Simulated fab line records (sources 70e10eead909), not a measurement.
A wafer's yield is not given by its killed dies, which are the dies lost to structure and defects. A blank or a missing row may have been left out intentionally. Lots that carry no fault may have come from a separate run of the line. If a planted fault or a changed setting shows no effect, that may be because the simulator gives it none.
Chamber matching :: flow nandHarc :: 3 sister chambers for NHARC_P_M2_PRE_CLEAN_32 on pecvd-03
The step time 12 s. 6 wafers are shown with their chamber, then 8 later ones without.

WAFERS, EACH WITH ITS CHAMBER
wafer: L136.4
chamber: 2
heaterPowerW (W): 530
rfFwdPowerW (W): 291.9

wafer: L140.1
chamber: 1
heaterPowerW (W): 660
rfFwdPowerW (W): 292.1

wafer: L141.3
chamber: 0
heaterPowerW (W): 603
rfFwdPowerW (W): 292.6

wafer: L141.4
chamber: 2
heaterPowerW (W): 548
rfFwdPowerW (W): 292.0

wafer: L141.5
chamber: 0
heaterPowerW (W): 610
rfFwdPowerW (W): 292.2

wafer: L142.3
chamber: 1
heaterPowerW (W): 686
rfFwdPowerW (W): 294.8

WAFERS WHOSE CHAMBER IS MISSING
wafer: L142.4
heaterPowerW (W): 692
rfFwdPowerW (W): 292.5

wafer: L142.6
heaterPowerW (W): 502
rfFwdPowerW (W): 293.0

wafer: L143.1
heaterPowerW (W): 691
rfFwdPowerW (W): 293.5

wafer: L143.4
heaterPowerW (W): 531
rfFwdPowerW (W): 290.9

wafer: L143.6
heaterPowerW (W): 597
rfFwdPowerW (W): 292.2

wafer: L144.1
heaterPowerW (W): 486
rfFwdPowerW (W): 293.0

wafer: L144.3
heaterPowerW (W): 586
rfFwdPowerW (W): 293.2

wafer: L144.4
heaterPowerW (W): 482
rfFwdPowerW (W): 292.6

THE CHAMBER EACH PASSED THROUGH
wafer: L142.4
from the rows above: 1
in truth: 1

wafer: L142.6
from the rows above: 2
in truth: 2

wafer: L143.1
from the rows above: 1
in truth: 1

wafer: L143.4
from the rows above: 2
in truth: 2

wafer: L143.6
from the rows above: 0
in truth: 0

wafer: L144.1
from the rows above: 2
in truth: 2

wafer: L144.3
from the rows above: 0
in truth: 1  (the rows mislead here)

wafer: L144.4
from the rows above: 2
in truth: 2
Correct placement for 7 of the 8. Left unplaced by these rows: 0. Placed wrongly: 1.
How it was worked out, from the rows above alone: a wafer's distance from a chamber is the root of the sum, over the readings, of the square of ((its reading less the chamber's mean) divided by the reading's scatter). The wafer belongs to the nearest chamber; if the next one is less than 2 further off, it can't be placed. Each chamber's mean is taken over the wafers shown for it. The scatter: take each reading less its chamber's mean, square it, sum over the shown wafers, divide by the number of wafers less the number of chambers, and take the root.
